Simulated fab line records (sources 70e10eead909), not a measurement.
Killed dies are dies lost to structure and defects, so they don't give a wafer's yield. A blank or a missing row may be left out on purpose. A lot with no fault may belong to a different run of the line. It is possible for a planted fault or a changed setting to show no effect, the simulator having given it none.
fab line records	flow nand_harc
[record] lots = 13	wafers = 39	last_day = 34
route steps=1302 shown A_STAIRCASE@832
lots that met no fault: from a run of the same line without faults
start_h: hours from the record's first day to the start of the lot's first wafer shown	wait_h: time in hours since the lot's previous step	" as in the row above	L1.1+2: a single row standing in for several wafers	- no value present, or no start provided	* or withheld: withheld	< > ~ a bound
route shown NAME@n: a module of which the file shows steps, and the number in the route of the first	usual: mean and standard deviation over wafers with no fault	same: alike in all rows	chamber/n: place in a boat	sites: the reading at each site	_std_site: the values' standard deviation	_edge_site: inner sites' mean taken away from outer sites' mean	radius_mm: how far each site lies from the wafer's centre	mask NAME#n: copy n	behind: the tool/chamber that last shaped the wafer	hold: why the lot was held/for how many hours/how that ended	device: transistor that didn't switch, given as n, p or np	end of line: tests run on the same wafers once the route is complete	a step with no rows: only its recipe	killed: count of dies lost to structure and defects at first sort (not the wafer's yield)	map: a wafer's dies, x killed, . not, _ none there
set.NAME: the setting as run; set.NAME@STEP: as run at that earlier step	model.NAME: the simulator's own value behind a step, which no gauge read
the route's steps for a sample of lots (tables are steps, rows are wafers)
services: when a tool's chamber went out of use (start_h, in hours from the record's first day, below 0 if earlier), for how many hours, and the reason
[[steps]]
[step NHARC_A_STAIRCASE_HM_OPEN_463]
[recipe] o2_flow_sccm = 400	cos_flow_sccm = 20	ar_flow_sccm = 0	rf_w = 500	bias_w = 300	chemistry = O2/COS
[usual] drypump_motor_current_A = 5.6/0.42	oes_product_au = 1.000/0.0092	rf_fwd_power_W = 498.8/1.4	rf_vpp_V = 465.5/2.7	showerhead_plenum_p_Torr = 3.04/0.12	throttle_valve_pct = 28.329/0.0088
lot.wafer	tool	chamber	start_h	wait_h	drypump_motor_current_A	oes_product_au	rf_fwd_power_W	rf_hours_counter_h	rf_vpp_V	showerhead_plenum_p_Torr	throttle_valve_pct
L817.1	rie_diel-11	2	-	-	5.3	0.996	498.0	49	464.0	3.01	28.336
L817.4	"	0	"	"	6.3	0.993	497.9	39	466.5	3.05	28.342
L817.2	"	1	"	"	5.6	1.005	498.6	45	463.1	2.91	28.341
L819.4	rie_diel-03	2	-	-	5.5	0.993	498.9	33	468.9	3.11	28.314
L819.6	"	2	"	"	5.5	0.991	498.7	-	466.9	3.11	28.325
L819.5	"	3	"	"	5.1	1.004	498.7	-	465.1	3.07	28.321
L820.1	rie_diel-11	2	-	-	5.3	0.998	500.3	55	464.3	3.00	28.337
L820.3	"	0	"	"	6.3	0.995	498.1	47	465.1	3.05	28.331
L820.2	"	1	"	"	5.6	0.997	497.8	51	464.0	2.91	28.326
L823.4	rie_diel-11	3	-	-	5.9	0.998	499.2	10	462.5	2.97	28.318
L823.3	"	2	"	"	5.3	1.004	498.4	10	465.0	3.00	28.332
L823.5	"	3	"	"	5.9	1.014	496.1	-	463.4	2.97	28.328
L827.2	rie_diel-11	1	-	-	5.6	1.015	499.4	16	463.8	2.90	28.329
L827.6	"	0	"	"	6.3	0.996	499.1	-	466.2	3.04	28.334
L827.5	"	3	"	"	5.8	1.005	497.5	-	463.7	2.97	28.334
L825.1	rie_diel-11	1	-	-	5.7	1.018	500.9	17	461.1	2.90	28.318
L825.5	"	1	"	"	5.6	1.013	500.8	-	462.1	2.90	28.325
L825.4	"	3	"	"	5.8	1.011	498.2	-	462.9	2.97	28.323
L829.2	rie_diel-03	2	-	-	5.5	1.009	497.6	12	467.3	3.10	28.330
L829.1	"	0	"	"	6.1	0.979	496.7	14	465.9	3.12	28.332
L829.5	"	3	"	"	5.1	1.002	498.8	-	464.0	3.05	28.344
L830.1	rie_diel-11	2	-	-	5.3	1.005	497.9	17	463.3	2.99	28.333
L830.4	"	3	"	"	5.9	1.007	499.5	20	463.9	2.97	28.322
L830.6	"	2	"	"	5.3	1.001	498.0	-	464.2	2.99	28.321
L831.4	rie_diel-02	0	-	-	5.2	1.003	499.4	51	467.8	3.13	28.335
L831.6	"	2	"	"	4.9	0.997	498.9	-	466.4	3.09	28.337
L831.5	"	3	"	"	5.2	1.001	498.8	-	464.3	3.02	28.335
L833.2	rie_diel-11	2	-	-	5.3	1.014	499.3	35	464.6	2.98	28.335
L833.1	"	3	"	"	5.9	1.008	499.8	39	463.6	2.96	28.336
L833.6	"	3	"	"	5.9	1.015	499.6	-	463.2	2.96	28.322
L836.2	rie_diel-11	3	-	-	5.9	0.997	497.2	44	462.6	2.96	28.330
L836.4	"	0	"	"	6.4	1.001	496.7	33	464.6	3.03	28.323
L836.3	"	2	"	"	5.3	1.009	498.3	47	463.2	2.98	28.338
L839.2	rie_diel-11	2	-	-	5.3	1.010	498.1	59	464.6	2.97	28.320
L839.4	"	0	"	"	6.4	1.000	498.3	-	464.8	3.03	28.323
L839.5	"	3	"	"	5.8	1.003	499.9	-	463.4	2.95	28.316
L840.4	rie_diel-02	1	-	-	6.2	0.987	499.0	22	471.0	3.31	28.337
L840.3	"	2	"	"	5.0	0.998	500.2	21	465.9	3.07	28.318
L840.1	"	3	"	"	5.3	0.995	500.5	25	464.2	3.01	28.336
[step NHARC_A_STAIRCASE_ALD_415]
[recipe] target_thk_a = 300	pulse_time_s = 6	ald_cycles = 300	temp_c = 300	material = SiO2
[usual] ald_cycles = 300/0	heater_power_w = 468/36	precursor_pulse_height_rel = 1.000/0.019
lot.wafer	tool	chamber	start_h	wait_h	ald_cycles	heater_power_w	precursor_pulse_height_rel
L817.4	ald_hk-02	1	396.15	0.1	300	443	1.033
L817.1	"	2	"	"	300	527	0.964
L817.2	"	3	"	"	300	536	1.006
L819.4	ald_hk-03	3	406.39	1.4	300	477	0.977
L819.6	"	0	"	"	300	460	1.002
L819.5	"	1	"	"	300	453	0.992
L820.1	ald_hk-03	2	416.75	0.1	449	508	0.986
L820.3	"	3	"	"	449	481	1.006
L820.2	"	1	"	"	449	466	0.990
L823.4	ald_hk-03	2	465.79	0.1	449	509	1.006
L823.3	"	1	"	"	449	470	0.987
L823.5	"	2	"	"	449	507	0.996
L827.2	ald_hk-02	3	485.99	0.8	300	529	0.983
L827.6	"	0	"	"	300	396	1.009
L827.5	"	1	"	"	300	442	1.021
L825.4	ald_hk-04	2	487.03	0.1	300	508	1.017
L825.1	"	0	"	"	300	436	1.035
L825.5	"	2	"	"	300	524	1.009
L829.1	ald_hk-02	2	502.73	0.3	300	512	0.981
L829.2	"	3	"	"	300	534	0.998
L829.5	"	2	"	"	300	510	0.992
L830.1	ald_hk-04	3	510.58	0.1	300	452	1.014
L830.4	"	1	"	"	300	436	1.000
L830.6	"	0	"	"	300	428	0.947
L831.4	ald_hk-04	3	546.61	0.5	300	452	1.015
L831.6	"	1	"	"	300	447	1.017
L831.5	"	2	"	"	300	516	1.040
L833.1	ald_hk-04	0	560.32	0.1	300	431	1.025
L833.2	"	1	"	"	300	443	0.994
L833.6	"	1	"	"	300	449	0.995
L836.3	ald_hk-04	1	591.45	0.1	300	438	0.971
L836.2	"	3	"	"	300	444	0.977
L836.4	"	0	"	"	300	436	1.015
L839.2	ald_hk-04	2	607.75	0.5	300	505	1.029
L839.4	"	3	"	"	300	455	0.975
L839.5	"	1	"	"	300	454	0.996
L840.3	ald_hk-02	3	627.78	1.4	300	514	1.002
L840.4	"	0	"	"	300	412	0.970
L840.1	"	1	"	"	300	435	1.022
[step NHARC_A_STAIRCASE_STRIP_476]
[recipe] time_s = 20	o2_flow_sccm = 500	ar_flow_sccm = 0	bias_w = 0	chemistry = O2
[usual] drypump_motor_current_A = 5.6/0.43	oes_product_au = 1.000/0.01	rf_vpp_V = 57.5/0.86	showerhead_plenum_p_Torr = 3.46/0.15	throttle_valve_pct = 17.035/0.0089
lot.wafer	tool	chamber	start_h	wait_h	drypump_motor_current_A	oes_product_au	rf_hours_counter_h	rf_vpp_V	showerhead_plenum_p_Torr	throttle_valve_pct
L817.4	rie_diel-03	1	398.33	0.1	5.8	0.986	28	57.6	3.27	17.039
L817.1	"	2	"	"	5.5	0.987	29	57.0	3.52	17.028
L817.2	"	3	"	"	5.1	1.007	28	58.6	3.47	17.045
L819.4	rie_diel-11	2	408.57	0.1	5.3	1.007	54	57.6	3.40	17.031
L819.6	"	3	"	"	5.8	0.988	-	58.3	3.37	17.037
L819.5	"	0	"	"	6.4	1.004	-	58.2	3.45	17.030
L820.3	rie_diel-02	1	418.92	0.1	6.2	0.997	3	58.1	3.78	17.029
L820.1	"	2	"	"	5.0	0.999	3	56.6	3.51	17.037
L820.2	"	3	"	"	5.2	0.990	3	58.1	3.44	17.019
L823.4	rie_diel-11	1	468.02	0.1	5.6	1.019	10	58.0	3.28	17.042
L823.3	"	0	"	"	6.3	0.995	5	56.2	3.44	17.046
L823.5	"	1	"	"	5.7	1.010	-	55.2	3.28	17.031
L827.2	rie_diel-02	2	487.48	0.1	4.9	1.006	27	57.6	3.50	17.024
L827.6	"	3	"	"	5.2	0.997	-	57.4	3.43	17.032
L827.5	"	0	"	"	5.2	1.003	-	58.8	3.55	17.040
L825.1	rie_diel-02	2	489.21	0.1	4.9	1.005	27	57.1	3.50	17.028
L825.4	"	3	"	"	5.2	1.006	26	58.1	3.43	17.031
L825.5	"	1	"	"	6.2	0.992	-	56.9	3.76	17.029
L829.1	rie_diel-03	3	504.66	0.1	5.1	1.000	12	58.3	3.45	17.034
L829.2	"	1	"	"	5.8	0.994	15	58.6	3.80	17.032
L829.5	"	2	"	"	5.5	1.012	-	56.6	3.50	17.039
L830.1	rie_diel-11	3	512.75	0.1	5.9	1.008	21	57.4	3.35	17.056
L830.4	"	0	"	"	6.3	1.001	16	58.3	3.44	17.040
L830.6	"	0	"	"	6.3	0.993	-	59.3	3.44	17.037
L831.4	rie_diel-11	1	548.32	0.1	5.6	1.001	37	57.9	3.27	17.029
L831.6	"	2	"	"	5.3	1.009	-	59.0	3.38	17.042
L831.5	"	3	"	"	5.9	1.014	-	57.3	3.35	17.019
L833.2	rie_diel-02	0	562.51	0.1	5.2	1.005	55	58.3	3.53	17.043
L833.1	"	3	"	"	5.2	1.011	55	58.6	3.41	17.039
L833.6	"	1	"	"	6.2	0.989	-	57.4	3.75	17.031
L836.2	rie_diel-11	1	593.64	0.1	5.6	1.011	57	57.1	3.26	17.051
L836.3	"	2	"	"	5.3	1.007	51	57.2	3.37	17.049
L836.4	"	3	"	"	5.8	0.996	48	56.7	3.34	17.034
L839.4	rie_diel-11	2	609.46	0.1	5.3	1.014	61	57.2	3.36	17.054
L839.2	"	3	"	"	5.9	0.983	58	57.5	3.33	17.025
L839.5	"	1	"	"	5.6	1.016	-	58.3	3.81	17.037
L840.1	rie_diel-03	1	629.71	0.1	5.8	0.992	43	57.5	3.78	17.032
L840.4	"	3	"	"	5.1	0.996	36	57.1	3.44	17.031
L840.3	"	0	"	"	6.1	0.985	41	57.2	3.51	17.029
[step NHARC_A_STAIRCASE_DEP_151]
[recipe] target_thk_a = 72000	temp_c = 400	target_thk_nm = 7200	teos_flow_sccm = 200	rf_w = 500	material = SiO2
[usual] heater_power_w = 681/130	rf_fwd_power_W = 499.4/1.7
lot.wafer	tool	chamber	start_h	wait_h	heater_power_w	rf_fwd_power_W
L817.2	pecvd-03	0	411.37	0.4	711	499.7
L817.1	"	1	"	"	764	500.2
L817.4	"	1	"	"	749	500.1
L819.6	pecvd-04	0	420.86	0.7	729	499.4
L819.5	"	1	"	"	584	500.9
L819.4	"	2	"	"	648	501.2
L820.3	pecvd-01	2	429.83	0.4	586	496.3
L820.1	"	0	"	"	593	498.4
L820.2	"	1	"	"	940	497.6
L823.3	pecvd-01	2	479.60	0.6	654	500.5
L823.4	"	1	"	"	769	498.6
L823.5	"	2	"	"	540	499.1
L827.2	pecvd-04	2	498.61	0.6	666	498.4
L827.6	"	1	"	"	564	496.0
L827.5	"	2	"	"	584	501.7
L825.1	pecvd-04	0	499.26	1.2	924	501.8
L825.5	"	1	"	"	575	497.7
L825.4	"	2	"	"	601	499.5
L829.1	pecvd-04	1	515.64	0.4	584	500.5
L829.2	"	0	"	"	817	499.4
L829.5	"	1	"	"	561	501.6
L830.1	pecvd-01	0	524.06	0.7	550	497.6
L830.6	"	2	"	"	537	498.3
L830.4	"	0	"	"	535	499.6
L831.5	pecvd-01	2	559.58	0.7	525	500.4
L831.4	"	0	"	"	548	498.4
L831.6	"	1	"	"	802	496.1
L833.1	pecvd-04	1	573.43	0.4	683	500.9
L833.2	"	2	"	"	674	501.5
L833.6	"	2	"	"	612	498.6
L836.2	pecvd-01	0	604.59	0.4	528	498.9
L836.3	"	2	"	"	589	502.3
L836.4	"	0	"	"	544	497.3
L839.2	pecvd-01	0	620.38	0.4	647	498.1
L839.4	"	1	"	"	828	498.2
L839.5	"	2	"	"	507	500.4
L840.1	pecvd-01	2	640.74	0.5	537	498.3
L840.3	"	0	"	"	572	499.4
L840.4	"	1	"	"	814	502.3
[[services]]
tool	chamber	start_h	hours	kind
ald_hk-03	-	391.39	10.0	pm
rie_diel-02	-	394.39	9.0	pm
ald_hk-02	-	409.26	2.3	repair
rie_diel-11	3	417.39	4.8	repair
rie_diel-11	-	432.53	9.0	pm
pecvd-04	-	450.38	13.0	pm
rie_diel-03	-	459.14	9.0	pm
rie_diel-03	0	489.02	4.1	repair
pecvd-01	-	492.14	13.0	pm
rie_diel-02	-	504.80	1.1	repair
rie_diel-11	-	507.07	1.6	repair
ald_hk-02	-	527.52	10.0	pm
ald_hk-03	-	534.31	0.8	repair
rie_diel-03	3	547.96	7.7	repair
rie_diel-11	3	571.25	4.8	repair
rie_diel-02	-	571.39	9.0	pm
rie_diel-11	3	579.37	5.2	repair
pecvd-04	-	595.57	1.0	repair
rie_diel-03	1	604.28	7.1	repair
rie_diel-11	-	609.53	9.0	pm
ald_hk-04	-	612.32	10.0	pm
pecvd-04	2	628.67	11.9	repair
pecvd-04	-	631.49	13.0	pm
rie_diel-03	-	636.16	9.0	pm
[[key]]
[first_sign] step = NHARC_A_STAIRCASE_ALD_415	reading = ald_cycles	direction = up	sigmas = 99+	usual = 300	struck = 449
effect none on later readings
met_at NHARC_A_STAIRCASE_ALD_415
struck_lots L820,L823
later_rows_left_out L820.1,L820.2,L820.3,L823.3,L823.4,L823.5
sort_left_out L820.1,L820.2,L820.3,L823.3,L823.4,L823.5
tester_left_out L820,L823
not_acting_at NHARC_A_STAIRCASE_HM_OPEN_463,NHARC_A_STAIRCASE_STRIP_476,NHARC_A_STAIRCASE_DEP_151
onset_between 406.39 416.75
[fault] kind = process_parameter_drift	tool = ald_hk-03	chamber = -	onset_h = 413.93	steps = NHARC_A_STAIRCASE_ALD_415	channel = ald_cycles	offset = 149	shape = step	acts_in = these_recipes_only	stated = 300
// tester_left_out: of these lots the tester's yield and bins aren't shown, on N5 and GAA mostly nor the transistor test; their killed dies are dies lost to structure and defects alone, not to doping, threshold or leakage, so they don't give the yield
// sort_left_out: the simulated sort isn't trusted on such a fault, so these wafers' sort isn't shown, and their yield isn't known
// later_rows_left_out: the simulator's readings of these wafers behind a module that went badly wrong aren't trusted and aren't shown, but for the sort
